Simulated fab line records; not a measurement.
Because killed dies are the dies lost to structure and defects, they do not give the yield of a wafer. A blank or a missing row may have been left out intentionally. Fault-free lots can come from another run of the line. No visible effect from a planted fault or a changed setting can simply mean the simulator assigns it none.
A struck lot beside a sound one	flow n5-finfet	15 steps out of a route of 1938
Sound: the wafers L228.1, L228.2, L228.5. Struck: wafers L234.1, L234.2, L234.4. The cause comes at the end.
Per side, at each step with rows, come the tool, then ch with its chambers, and then its first start. Under that, the readings that differ: sound wafers	struck wafers	difference of the means	sigmas: that difference in standard deviations of wafers without a fault.
alike: a reading whose means differ by less than 2 such deviations, as well as words and numbers matching on both sides. not compared: withheld readings; readings where some wafer has no value; bounds like >300 that might hide an equal value; numbers whose values overlap and for which the record gives no deviation.
A row with sigmas, a row that says differs or no value, or rows on one side alone: a step with any of these is where the two part. Non-overlapping numbers with no deviation appear without sigmas and do not part them. A reading missing from all wafers of one side parts the sides only when that side holds two or more wafers.

N5_MOL_CONTACT_COAG_ETCH_106: etches SOC in N2/H2, target depth 80 nm, overetch 16 nm, time 120 s.
  sound on rie-diel-05 ch 2,3, day 8 10:58; struck on rie-diel-04 ch 0,1,2, day 10 00:11
  alike: chamber-pressure-mTorr, drypump-motor-current-A, oes-product-au, rf-fwd-power-W, rf-vpp-V, showerhead-plenum-p-Torr, throttle-valve-pct
  not compared: rf-hours-counter-h
then, 4 steps without rows for these wafers: N5_MOL_CONTACT_COAG_STRIP_107 (strips in N2/H2); N5_MOL_CONTACT_COAG_STRIP_108 (strips in N2/H2); N5_MOL_CONTACT_COAG_CONTACT_ETCH_14 (etches SiO2 in C4F6/O2, target depth 27.5 nm, overetch 8.5 nm, time 20 s); N5_MOL_CONTACT_COAG_STRIP_109 (strips in C4F6/O2).
N5_MOL_CONTACT_COAG_ETCH_15: etches SiNx in CH3F/O2, stops on Si:P, target depth 7 nm.
  sound on rie-diel-05 ch 2,3, day 8 11:07; struck on rie-diel-04 ch 0,1,2, day 10 00:20
reading	sound	struck	difference	sigmas
chamber-pressure-mTorr (mTorr)	30.007 30.077 30.026	29.973 29.945 29.988	-0.068	-2
  alike: drypump-motor-current-A, oes-product-au, rf-fwd-power-W, rf-vpp-V, showerhead-plenum-p-Torr, throttle-valve-pct
  not compared: rf-hours-counter-h
N5_MOL_CONTACT_COAG_ETCH_110: etches Si in CF4/O2, target depth 2.5 nm, time 8 s.
  sound on rie-diel-05 ch 2,3, day 8 11:10; struck on rie-diel-04 ch 0,1,2, day 10 00:23
  alike: cf4-flow-sccm, chamber-pressure-mTorr, drypump-motor-current-A, oes-product-au, rf-fwd-power-W, rf-vpp-V, showerhead-plenum-p-Torr, throttle-valve-pct
  not compared: rf-hours-counter-h
N5_MOL_CONTACT_COAG_STRIP_98: strips in N2/H2.
  sound on rie-diel-05 ch 2,3, day 8 11:13; struck on rie-diel-04 ch 0,1,2, day 10 00:26
  alike: chamber-pressure-mTorr, drypump-motor-current-A, oes-product-au, rf-vpp-V, showerhead-plenum-p-Torr, throttle-valve-pct
  not compared: rf-hours-counter-h
N5_MOL_CONTACT_COAG_CD_MEAS_99 targets a cd of 17.2 nm.
  struck on cd-sem-02, day 10 00:30; sound on cd-sem-01, day 8 11:17
  alike: cd-nm
then, 2 steps without rows for these wafers: N5_MOL_CONTACT_COAG_IMPLANT_129; N5_MOL_CONTACT_COAG_PRECLEAN_111 (cleans in NF3:NH3, afs cycles 1, time 20 s, sublimation time 60 s).
N5_MOL_CONTACT_COAG_TI_SIL_19: material Ti, target thk 4.2 nm, time 15 s.
  struck on pvd-sputter-01, day 10 00:58; sound on pvd-sputter-03, day 8 11:47
  alike: throttle-valve-pct
N5_MOL_CONTACT_COAG_ALD_20: deposits TiN, target thk 1.5 nm, pulse time 1 s, purge time 3 s.
  sound on ald-metal-03 ch 0,2,3, day 8 11:55; struck on ald-metal-03 ch 0,2,3, day 10 01:05
reading	sound	struck	difference	sigmas
co-reactant-pulse-time-s (s)	2 2 2	2.4469 2.4469 2.4469	+0.4469	
  alike: heater-power-w, precursor-pulse-height-rel
then, 1 step without rows for these wafers: N5_MOL_CONTACT_COAG_SIL_ANNEAL_21 (time 60 s).
N5_PASSIVATION_PROBE_49:
  sound wafers here have rows in the record (prober-02, day 18 18:54); struck ones have none

WHERE THEY PART
Last at N5_PASSIVATION_PROBE_49 as far as this record goes, first at N5_MOL_CONTACT_COAG_ETCH_15.

WHY: whatever the simulator had introduced
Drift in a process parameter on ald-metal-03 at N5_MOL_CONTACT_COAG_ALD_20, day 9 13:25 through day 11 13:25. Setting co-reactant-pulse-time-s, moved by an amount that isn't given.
